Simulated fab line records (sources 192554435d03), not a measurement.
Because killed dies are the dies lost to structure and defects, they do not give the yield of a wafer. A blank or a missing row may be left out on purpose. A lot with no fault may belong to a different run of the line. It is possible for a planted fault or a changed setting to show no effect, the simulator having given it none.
Chamber matching | flow n5_finfet | pecvd-04 running N5_BEOL_M8_PECVD_70: 3 sister chambers
The step deposits SiO2 from TEOS/O2, target thk 20 nm, time 22.7 s. 3 wafers are shown with their chamber, then 8 later ones without.

== WAFERS WITH THEIR CHAMBER ==
wafer  | chamber | showerhead_vpp_V (V)
L088.4 | 2       | 1422
L088.5 | 1       | 1327
L090.1 | 0       | 1288

== WAFERS WHOSE CHAMBER IS MISSING ==
wafer  | showerhead_vpp_V (V)
L090.4 | 1302
L090.5 | 1332
L095.1 | 1463
L095.4 | 1342
L095.6 | 1313
L097.1 | 1301
L097.2 | 1318
L097.5 | 1291

== WHICH CHAMBER EACH ONE RAN IN ==
wafer  | from the rows above     | in truth
L090.4 | can't be placed: 0 or 1 | 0
L090.5 | 1                       | 1
L095.1 | 2                       | 2
L095.4 | 1                       | 1
L095.6 | can't be placed: 1 or 0 | 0
L097.1 | can't be placed: 0 or 1 | 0
L097.2 | can't be placed: 1 or 0 | 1
L097.5 | can't be placed: 0 or 1 | 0
Placed correctly: 3 of 8. Can't be placed from these rows: 5 (the true chamber is among the candidates in 5). Placed wrongly: 0.
How it was worked out, from the rows above alone: a wafer's distance from a chamber is the root of the sum, over the readings, of the square of ((its reading less the chamber's mean) divided by the reading's scatter). If the next closest chamber is less than 2 further off than the closest, the wafer can't be placed; otherwise it belongs to the closest. A chamber's mean is the mean of its shown wafers. The scatter: with one shown wafer a chamber, the root of the mean of the squares of how far each hidden wafer lies from its nearest shown one.
